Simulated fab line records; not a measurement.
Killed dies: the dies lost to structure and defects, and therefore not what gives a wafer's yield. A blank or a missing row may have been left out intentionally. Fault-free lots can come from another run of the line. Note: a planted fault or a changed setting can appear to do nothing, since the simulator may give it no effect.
Split-lot study || flow n5Finfet || 21 wafers read across 7 lots, on a route 1938 steps long

== THE SPLIT ITSELF ==
At N5_BEOL_M6_ETCH_61 (etches SiARC in CF4, target depth 45.5 nm, time 75.8 s), the setting biasW was moved away from the recipe's 36 W on 8 of the 21 wafers read, by -5.2% to +16.8%. For the rest of the wafers, this setting stayed at what the recipe calls for.

The reading comes from the split's own step.

== THE READING ==
rfVppV, in V, at N5_BEOL_M6_ETCH_61 (etches SiARC in CF4, target depth 45.5 nm, time 75.8 s). Fault-free wafers of this fab line usually give 184.2 V, standard deviation 1.3 V.

{"wafer": "L074.2", "tool, chamber at the split": "rieDiel-02, 2", "biasW as run, W": 36, "against the recipe": "recipe", "rfVppV, V": 185.4, "against lot-mates on the recipe": "-"}
{"wafer": "L074.3", "tool, chamber at the split": "rieDiel-02, 1", "biasW as run, W": 36, "against the recipe": "recipe", "rfVppV, V": 183.6, "against lot-mates on the recipe": "-"}
{"wafer": "L074.4", "tool, chamber at the split": "rieDiel-02, 3", "biasW as run, W": 36, "against the recipe": "recipe", "rfVppV, V": 184.4, "against lot-mates on the recipe": "-"}
{"wafer": "L077.3", "tool, chamber at the split": "rieDiel-04, 1", "biasW as run, W": 36, "against the recipe": "recipe", "rfVppV, V": 182.8, "against lot-mates on the recipe": "-"}
{"wafer": "L077.4", "tool, chamber at the split": "rieDiel-04, 2", "biasW as run, W": 36, "against the recipe": "recipe", "rfVppV, V": 184.7, "against lot-mates on the recipe": "-"}
{"wafer": "L077.6", "tool, chamber at the split": "rieDiel-04, 2", "biasW as run, W": 39.57, "against the recipe": "+9.9%", "rfVppV, V": 196.7, "against lot-mates on the recipe": "+12.9"}
{"wafer": "L080.1", "tool, chamber at the split": "rieDiel-04, 3", "biasW as run, W": 36, "against the recipe": "recipe", "rfVppV, V": 185.4, "against lot-mates on the recipe": "-"}
{"wafer": "L080.3", "tool, chamber at the split": "rieDiel-04, 2", "biasW as run, W": 36, "against the recipe": "recipe", "rfVppV, V": 185.1, "against lot-mates on the recipe": "-"}
{"wafer": "L080.5", "tool, chamber at the split": "rieDiel-04, 2", "biasW as run, W": 36, "against the recipe": "recipe", "rfVppV, V": 184.8, "against lot-mates on the recipe": "-"}
{"wafer": "L082.1", "tool, chamber at the split": "rieDiel-02, 2", "biasW as run, W": 36, "against the recipe": "recipe", "rfVppV, V": 186.1, "against lot-mates on the recipe": "-"}
{"wafer": "L082.2", "tool, chamber at the split": "rieDiel-02, 1", "biasW as run, W": 36, "against the recipe": "recipe", "rfVppV, V": 183.2, "against lot-mates on the recipe": "-"}
{"wafer": "L082.3", "tool, chamber at the split": "rieDiel-02, 3", "biasW as run, W": 37.93, "against the recipe": "+5.4%", "rfVppV, V": 190.2, "against lot-mates on the recipe": "+5.6"}
{"wafer": "L087.2", "tool, chamber at the split": "rieDiel-02, 1", "biasW as run, W": 34.12, "against the recipe": "-5.2%", "rfVppV, V": 176.4, "against lot-mates on the recipe": -9.0}
{"wafer": "L087.5", "tool, chamber at the split": "rieDiel-02, 3", "biasW as run, W": 36, "against the recipe": "recipe", "rfVppV, V": 185.4, "against lot-mates on the recipe": "-"}
{"wafer": "L087.6", "tool, chamber at the split": "rieDiel-02, 0", "biasW as run, W": 34.12, "against the recipe": "-5.2%", "rfVppV, V": 178.0, "against lot-mates on the recipe": -7.4}
{"wafer": "L095.2", "tool, chamber at the split": "rieDiel-02, 2", "biasW as run, W": 42.06, "against the recipe": "+16.8%", "rfVppV, V": 205.9, "against lot-mates on the recipe": "+20.4"}
{"wafer": "L095.4", "tool, chamber at the split": "rieDiel-02, 3", "biasW as run, W": 42.06, "against the recipe": "+16.8%", "rfVppV, V": 203.8, "against lot-mates on the recipe": "+18.3"}
{"wafer": "L095.5", "tool, chamber at the split": "rieDiel-02, 2", "biasW as run, W": 36, "against the recipe": "recipe", "rfVppV, V": 185.5, "against lot-mates on the recipe": "-"}
{"wafer": "L096.2", "tool, chamber at the split": "rieDiel-05, 1", "biasW as run, W": 42.01, "against the recipe": "+16.7%", "rfVppV, V": 203.5, "against lot-mates on the recipe": "+19.9"}
{"wafer": "L096.4", "tool, chamber at the split": "rieDiel-05, 0", "biasW as run, W": 42.01, "against the recipe": "+16.7%", "rfVppV, V": 202.7, "against lot-mates on the recipe": "+19.1"}
{"wafer": "L096.6", "tool, chamber at the split": "rieDiel-05, 1", "biasW as run, W": 36, "against the recipe": "recipe", "rfVppV, V": 183.6, "against lot-mates on the recipe": "-"}

FIT RESULTS
A straight line over all 21 wafers: rfVppV changes by +1.18 V for each +1% of biasW; r = +0.99; the points scatter about the line by 1.1 V.
The same after taking each lot's own level away (the mean of its wafers on the recipe; 21 wafers): +1.2 V for each +1%; r = +0.99; scatter 1.1 V.
According to that fit, moving biasW by its largest amount changes the reading by 20 V.
From 183.60 to 185.50 V: that is the span of the lots' own levels, equal to 1.5 times the standard deviation above.
So the lot-to-lot level changes the slope little: the two slopes agree.
Check: for one of the wafers moved furthest among these (+16.8%), held out of the fit, the line's prediction against its lot-mates is +19.8 V. It came out at +20.4 V against them.
Tool readings at the split's step, against how far the setting was moved: rfVppV r = +0.99.

== THE OTHER SPLITS THESE WAFERS WENT THROUGH ==
Before the reading, these wafers also passed through other splits. Each is held against what the fit with the lots' levels taken away leaves over:
{"other split on the same wafers": "N5_BEOL_M5_ETCH_41 sourceW", "wafers away from the commonest value": 7, "r with rfVppV (lot level and that fit taken away)": "+0.25"}

== FILE'S OWN FIT ==
rfVppV changes by +1.19 V for each +1% of biasW, r = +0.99.
